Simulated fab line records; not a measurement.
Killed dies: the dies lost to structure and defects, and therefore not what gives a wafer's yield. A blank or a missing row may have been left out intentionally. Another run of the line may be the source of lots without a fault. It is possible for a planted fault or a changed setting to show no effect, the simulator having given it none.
Chamber matching	flow n5-finfet	N5_MOL_CONTACT_COAG_ETCH_106 on rie-diel-01: 4 sister chambers
The step etches SOC in N2/H2, target depth 80 nm, overetch 16 nm, time 120 s. 8 wafers are shown with their chamber, then 8 later ones without.

## WAFERS PAIRED WITH THEIR CHAMBERS
wafer	chamber	drypump-motor-current-A (A)	showerhead-plenum-p-Torr (Torr)
L075.5	0	6.8	2.54
L077.1	1	6.1	2.69
L080.1	0	6.8	2.53
L082.1	3	5.1	2.49
L082.5	3	5.1	2.49
L084.1	1	6.2	2.69
L084.6	2	4.9	2.43
L085.1	2	4.9	2.43

## WAFERS MISSING THEIR CHAMBER
wafer	drypump-motor-current-A (A)	showerhead-plenum-p-Torr (Torr)
L085.3	5.1	2.49
L085.6	6.8	2.53
L086.3	6.2	2.68
L086.4	4.9	2.43
L086.5	4.9	2.43
L096.2	4.9	2.42
L096.4	6.2	2.67
L096.6	6.8	2.52

## CHAMBER TAKEN BY EACH
wafer	from the rows above	in truth
L085.3	3	3
L085.6	0	0
L086.3	1	1
L086.4	2	2
L086.5	2	2
L096.2	2	2
L096.4	1	1
L096.6	0	0
Placed correctly: 8 of 8. Number that these rows cannot place: 0. Wrongly placed: 0.
How it was worked out, from the rows above alone: a wafer's distance from a chamber is the root of the sum, over the readings, of the square of ((its reading less the chamber's mean) divided by the reading's scatter). The wafer belongs to the nearest chamber; if the next one is less than 2 further off, it can't be placed. A chamber's mean is the mean of its shown wafers. The scatter is the square root of a quotient: the sum, over the shown wafers, of each reading's squared deviation from its chamber's mean, divided by wafers minus chambers.
